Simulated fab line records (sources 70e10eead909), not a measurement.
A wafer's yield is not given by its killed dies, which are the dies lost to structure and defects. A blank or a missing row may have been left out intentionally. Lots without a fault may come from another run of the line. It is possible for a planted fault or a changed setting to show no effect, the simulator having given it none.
Which tool is to blame? + flow nandHarc + 11 lots with 33 wafers sampled at 6 steps, on a route of 1159 steps

== WHAT EACH GAUGE READ, for each wafer ==
NHARC_P_M1_THK_MEAS_24: measures by xrf. Usual: 157.0 nm for thkNm, sd 1.5.
| lot  | measured     | on           | thkNm (nm)        | flag |
|------|--------------|--------------|-------------------|------|
| L837 | day 6 16:35  | filmMetro-01 | 157.6 156.8 154.5 |      |
| L838 | day 6 20:41  | filmMetro-02 | 158.9 156.9 159.3 |      |
| L839 | day 7 02:20  | filmMetro-01 | 155.0 156.2 158.6 |      |
| L841 | day 7 10:45  | filmMetro-02 | 157.8 156.3 155.0 |      |
| L846 | day 8 05:54  | filmMetro-02 | 157.9 159.5 156.3 |      |
| L849 | day 9 09:10  | filmMetro-02 | 157.0 159.5 158.7 |      |
| L850 | day 9 15:01  | filmMetro-01 | 158.2 157.3 158.6 |      |
| L854 | day 10 09:32 | filmMetro-02 | 155.9 158.7 155.9 |      |
| L858 | day 11 07:26 | filmMetro-01 | 155.8 155.8 155.8 |      |
| L857 | day 11 09:59 | filmMetro-01 | 157.1 157.2 159.4 |      |
| L860 | day 11 22:53 | filmMetro-02 | 156.2 158.0 158.5 |      |

NHARC_P_M2_OVL_MEAS_10: pitch 340 nm. Usual: overlayXNm -0.1 nm, standard deviation 0.64; overlayYNm 0.1 nm, standard deviation 0.79.
| lot  | measured     | on         | overlayXNm (nm) | overlayYNm (nm) | flag |
|------|--------------|------------|-----------------|-----------------|------|
| L837 | day 6 18:14  | overlay-01 | 0.0 -0.2 0.2    | 0.0 0.0 -0.4    |      |
| L838 | day 6 22:10  | overlay-02 | 0.4 0.8 0.6     | -0.9 -0.9 -0.6  |      |
| L839 | day 7 03:57  | overlay-02 | 0.1 0.6 0.7     | 0.4 0.1 -0.3    |      |
| L841 | day 7 12:15  | overlay-01 | -0.1 0.2 0.2    | 1.1 0.9 1.1     |      |
| L846 | day 8 07:38  | overlay-02 | -0.7 -0.6 -0.6  | -0.2 0.4 0.4    |      |
| L849 | day 9 11:32  | overlay-02 | -1.6 -0.6 -0.5  | 1.6 0.9 1.0     |      |
| L850 | day 9 16:39  | overlay-01 | -1.1 -0.8 -0.1  | 0.7 0.4 0.5     |      |
| L854 | day 10 11:17 | overlay-02 | 0.4 0.8 0.5     | 0.5 -0.1 1.0    |      |
| L858 | day 11 09:11 | overlay-01 | 0.9 0.5 0.8     | 2.2 2.3 2.6     |      |
| L857 | day 11 11:29 | overlay-01 | -0.2 -0.4 -0.5  | 0.4 0.5 0.0     |      |
| L860 | day 12 00:32 | overlay-02 | -0.1 -0.8 -0.8  | 0.1 -0.2 -0.7   |      |

NHARC_P_M2_INSPECT_11. Usual: 4.5 for rawDefectCount, sd 2.8.
| lot  | measured     | on               | rawDefectCount | flag |
|------|--------------|------------------|----------------|------|
| L837 | day 6 18:17  | defectInspect-01 | 4 6 1          |      |
| L838 | day 6 22:13  | defectInspect-01 | 8 8 10         |      |
| L839 | day 7 03:59  | defectInspect-02 | 4 6 3          |      |
| L841 | day 7 12:17  | defectInspect-02 | 6 10 11        |      |
| L846 | day 8 07:41  | defectInspect-01 | 3 9 4          |      |
| L849 | day 9 11:34  | defectInspect-01 | 736 5 707      | OFF  |
| L850 | day 9 16:41  | defectInspect-01 | 4 7 706        | OFF  |
| L854 | day 10 11:19 | defectInspect-02 | 6 1 3          |      |
| L858 | day 11 09:14 | defectInspect-01 | 5 5 1          |      |
| L857 | day 11 11:31 | defectInspect-02 | 2 3 4          |      |
| L860 | day 12 00:34 | defectInspect-01 | 4 11 5         |      |

NHARC_END_SORT_01. Usual: defectLimitedYield 95.8 %, standard deviation 1.4; killedAtArray 24, standard deviation 8.8; killedAtOther 0.7, standard deviation 0.99; killedAtPeriphery 3.5, standard deviation 2.6; killedDies 28, standard deviation 9.3; killedOpen 3.2, standard deviation 1.7; killedShort 1.7, standard deviation 1.4; sort_bin_2_pct 1.3 %, standard deviation 0.6; sort_bin_3_pct 0.24 %, standard deviation 0.2; sort_bin_4_pct 2.6 %, standard deviation 0.88; sortNPass 649, standard deviation 9.3; sortRimYieldPct 94 %, standard deviation 3.2; sortYieldPct 95.8 %, standard deviation 1.4.
| lot  | measured     | on        | defectLimitedYield (%) | killedAtArray | killedAtOther | killedAtPeriphery | killedDies | killedOpen | killedShort | sort_bin_2_pct (%) | sort_bin_3_pct (%) | sort_bin_4_pct (%) | sortNPass   | sortRimYieldPct (%) | sortYieldPct (%) | flag |
|------|--------------|-----------|------------------------|---------------|---------------|-------------------|------------|------------|-------------|--------------------|--------------------|--------------------|-------------|---------------------|------------------|------|
| L849 | day 22 18:38 | prober-01 | 84.5 96.9 85.5         | 19 18 13      | 0 1 0         | 86 2 85           | 105 21 98  | 7 3 4      | 1 1 4       | 6.1 1.2 6.1        | 4.73 0.15 3.55     | 4.7 1.8 4.9        | 572 656 579 | 84 96 85            | 84.5 96.9 85.5   | OFF  |
| L850 | day 22 10:02 | prober-01 | 95.0 96.0 83.0         | 24 20 24      | 1 1 3         | 9 6 88            | 34 27 115  | 5 2 3      | 3 3 2       | 1.8 0.9 6.8        | 0.15 0.30 3.84     | 3.1 2.8 6.4        | 643 650 562 | 91 91 83            | 95.0 96.0 83.0   | OFF  |

== WHAT TOOL EACH LOT RAN ON (gives the tool, then ch and the chambers of the sampled wafers, and finally the start) ==
| lot  | NHARC_P_M1_DEP_33               | NHARC_P_M2_ETCH_35                |
|------|---------------------------------|-----------------------------------|
| L837 | pecvd-03 ch 0,1,2, day 6 16:54  | rieDiel-05 ch 0,1,3, day 6 18:27  |
| L838 | pecvd-02 ch 1,2, day 6 20:59    | rieDiel-09 ch 1,2,3, day 6 22:21  |
| L839 | pecvd-03 ch 1,2, day 7 02:38    | rieDiel-05 ch 1,2, day 7 04:08    |
| L841 | pecvd-03 ch 0,1, day 7 11:09    | rieDiel-05 ch 0,1,3, day 7 12:27  |
| L846 | pecvd-03 ch 0,1,2, day 8 06:17  | rieDiel-05 ch 0,3, day 8 07:50    |
| L849 | pecvd-03 ch 1,2, day 9 09:34    | rieDiel-05 ch 2,3, day 9 11:43    |
| L850 | pecvd-03 ch 0,1,2, day 9 15:19  | rieDiel-05 ch 0,2,3, day 9 16:50  |
| L854 | pecvd-02 ch 1,2, day 10 09:53   | rieDiel-05 ch 2,3, day 10 11:28   |
| L858 | pecvd-02 ch 0,1,2, day 11 07:51 | rieDiel-05 ch 0,3, day 11 09:22   |
| L857 | pecvd-01 ch 1,2, day 11 10:17   | rieDiel-05 ch 0,2,3, day 11 11:40 |
| L860 | pecvd-01 ch 0,1,2, day 11 23:12 | rieDiel-05 ch 1,3, day 12 00:43   |
- NHARC_P_M1_DEP_33: deposits SiCN, target thk 30 nm.
- NHARC_P_M2_ETCH_35: etches the open film in N2/H2, target depth 40 nm, overetch 12 nm, time 43.94 s.

== WHAT THE TOOLS THEMSELVES READ (means of the sampled wafers that have a number; where no wafer has one, the mark that the record gives instead) ==
NHARC_P_M1_DEP_33. Usual: 566 W for heaterPowerW, sd 54.
| lot  | tool     | heaterPowerW (W) | flag |
|------|----------|------------------|------|
| L837 | pecvd-03 | 580              |      |
| L838 | pecvd-02 | 648              |      |
| L839 | pecvd-03 | 518              |      |
| L841 | pecvd-03 | 552              |      |
| L846 | pecvd-03 | 570              |      |
| L849 | pecvd-03 | 570              |      |
| L850 | pecvd-03 | 539              |      |
| L854 | pecvd-02 | 664              |      |
| L858 | pecvd-02 | 549              |      |
| L857 | pecvd-01 | 638              |      |
| L860 | pecvd-01 | 620              |      |

NHARC_P_M2_ETCH_35. Usual: biasW is 150.0 W with standard deviation 0.46, drypumpMotorCurrentA is 5.6 A with standard deviation 0.37, h2FlowSccm is 150.1 sccm with standard deviation 0.43, oesProductAu is 1.002 a.u. with standard deviation 0.011, rfVppV is 430.4 V with standard deviation 2.6, showerheadPlenumPTorr is 2.03 Torr with standard deviation 0.092, and throttleValvePct is 14.171 % with standard deviation 0.01.
| lot  | tool       | biasW (W) | drypumpMotorCurrentA (A) | h2FlowSccm (sccm) | oesProductAu (a.u.) | rfVppV (V) | showerheadPlenumPTorr (Torr) | throttleValvePct (%) | flag |
|------|------------|-----------|--------------------------|-------------------|---------------------|------------|------------------------------|----------------------|------|
| L837 | rieDiel-05 | 149.8     | 5.4                      | 150.1             | 1.002               | 430.3      | 2.04                         | 14.166               |      |
| L838 | rieDiel-09 | 150.0     | 5.4                      | 149.9             | 0.997               | 431.4      | 2.07                         | 14.184               |      |
| L839 | rieDiel-05 | 150.1     | 5.8                      | 149.9             | 0.995               | 429.9      | 2.01                         | 14.177               |      |
| L841 | rieDiel-05 | 150.0     | 5.4                      | 150.1             | 1.005               | 430.7      | 2.03                         | 14.169               |      |
| L846 | rieDiel-05 | 149.6     | 5.2                      | 150.3             | 1.002               | 431.2      | 2.04                         | 14.177               |      |
| L849 | rieDiel-05 | 149.5     | 5.5                      | 149.9             | 1.008               | 433.7      | 2.15                         | 14.169               |      |
| L850 | rieDiel-05 | 149.9     | 5.4                      | 150.3             | 1.006               | 431.0      | 2.09                         | 14.177               |      |
| L854 | rieDiel-05 | 150.1     | 5.5                      | 150.5             | 1.010               | 433.4      | 2.15                         | 14.180               |      |
| L858 | rieDiel-05 | 150.2     | 5.2                      | 150.1             | 1.004               | 432.4      | 2.10                         | 14.177               |      |
| L857 | rieDiel-05 | 149.9     | 5.4                      | 150.1             | 1.004               | 431.6      | 2.09                         | 14.159               |      |
| L860 | rieDiel-05 | 150.0     | 5.4                      | 150.1             | 1.017               | 431.5      | 2.09                         | 14.170               |      |

== THE ANSWER, worked out from the rows above alone ==
Rule: a lot is off if the mean of its wafers that have a number lies more than 3 standard deviations from the usual mean. A lot without any number at a reading at which 4 lots or more have one is off too. Where the step has rows for the other lots, those lots are counted as sound. The gauges are gone through in route order, then the tools' own readings, and for those a lot's mean is taken as printed above. At the first step where some lot is off, the reading lying furthest off is the one used; lots without a number count as furthest.
Off, at NHARC_P_M2_INSPECT_11 on rawDefectCount: L849, L850.
If a tool, at a process step before that reading, ran all the lots that are off and no sound lot after the first of them, it fits. Not tried: the gauges at NHARC_P_M2_INSPECT_11; whatever is off there is also off at NHARC_END_SORT_01, on other tools, and gauge error can't account for it. One candidate fits, namely pecvd-03 at NHARC_P_M1_DEP_33. Its last sound lot is L846 (day 8 06:17), its first lot that is off L849 (day 9 09:34): a fault that began between those two fits.

== WHAT THE SIMULATOR PUT IN ==
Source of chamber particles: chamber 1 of pecvd-03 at NHARC_P_M1_DEP_33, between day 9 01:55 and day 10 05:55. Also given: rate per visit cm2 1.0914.
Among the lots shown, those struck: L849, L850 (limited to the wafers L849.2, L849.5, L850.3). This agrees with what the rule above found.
